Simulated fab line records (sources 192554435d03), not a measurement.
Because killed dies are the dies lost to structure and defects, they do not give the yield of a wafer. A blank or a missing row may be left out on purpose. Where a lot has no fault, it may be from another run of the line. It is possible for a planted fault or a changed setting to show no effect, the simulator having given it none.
Matching of chambers | flow n5Finfet | cmp-02 running N5_BEOL_M8_CMP_52: 4 sister chambers
The step polishes, stops on SiCOH lowk, t overpolish 6.9 s, target thk 80 nm. 16 wafers are shown with their chamber, then 8 later ones without.

== EACH WAFER AND ITS CHAMBER ==
wafer  | chamber | timeToEndpointS (s) | barrierFieldEndpointS (s) | slurryFlowMlMin
L074.2 | 0       | 65                  | 29.7                      | 149.3
L074.3 | 2       | 57                  | 27.8                      | 150.3
L074.5 | 2       | 59                  | 28.2                      | 149.7
L079.1 | 1       | 65                  | 29.2                      | 149.9
L079.4 | 0       | 64                  | 29.4                      | 150.4
L079.6 | 1       | 64                  | 29.2                      | 149.6
L084.1 | 3       | 55                  | 28.1                      | 149.7
L084.5 | 3       | 52                  | 27.0                      | 149.2
L084.6 | 2       | 58                  | 27.9                      | 150.2
L089.1 | 3       | 59                  | 28.4                      | 149.6
L089.3 | 1       | 64                  | 28.0                      | 149.5
L089.4 | 0       | 69                  | 29.8                      | 149.6
L093.2 | 3       | 62                  | 28.5                      | 149.7
L093.3 | 1       | 64                  | 28.2                      | 149.9
L093.5 | 1       | 63                  | 28.5                      | 149.9
L094.1 | 2       | 54                  | 26.2                      | 151.0

SIGNATURES (means of the wafers above)
reading               | chamber 0 | chamber 1 | chamber 2 | chamber 3 | scatter within a chamber
timeToEndpointS       | 66.00     | 64.00     | 57.00     | 57.00     | 2.71
barrierFieldEndpointS | 29.633    | 28.620    | 27.525    | 28.000    | 0.657
slurryFlowMlMin       | 149.767   | 149.760   | 150.300   | 149.550   | 0.39
Rule: for each reading, subtract the chamber's mean from the wafer's reading, divide by that reading's scatter and square the result; add these up over the readings and take the root, which gives the wafer's distance from the chamber. If the next closest chamber is less than 2 further off than the closest, the wafer can't be placed; otherwise it belongs to the closest. The scatter: take each reading less its chamber's mean, square it, sum over the shown wafers, divide by the number of wafers less the number of chambers, and take the root.

== WAFERS WITH NO CHAMBER GIVEN ==
wafer  | timeToEndpointS (s) | barrierFieldEndpointS (s) | slurryFlowMlMin
L094.2 | 61                  | 27.8                      | 149.3
L094.3 | 57                  | 27.5                      | 150.1
L096.1 | 60                  | 28.2                      | 149.4
L096.5 | 64                  | 28.3                      | 149.9
L096.6 | 67                  | 28.7                      | 149.7
L097.1 | 67                  | 28.3                      | 149.6
L097.3 | 64                  | 29.0                      | 150.0
L097.5 | 62                  | 28.3                      | 150.6

== WHICH CHAMBER EACH WENT THROUGH ==
wafer  | from the rows above               | in truth
L094.2 | can't be placed: 3 or 1 or 2 or 0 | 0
L094.3 | can't be placed: 2 or 3           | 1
L096.1 | can't be placed: 3 or 1 or 2      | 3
L096.5 | can't be placed: 1 or 0           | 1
L096.6 | can't be placed: 1 or 0           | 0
L097.1 | can't be placed: 1 or 0           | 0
L097.3 | can't be placed: 1 or 0           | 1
L097.5 | can't be placed: 2 or 1 or 3 or 0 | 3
0 of 8 placed correctly. Can't be placed from these rows: 8 (the true chamber is among the candidates in 7). Number placed wrongly: 0.
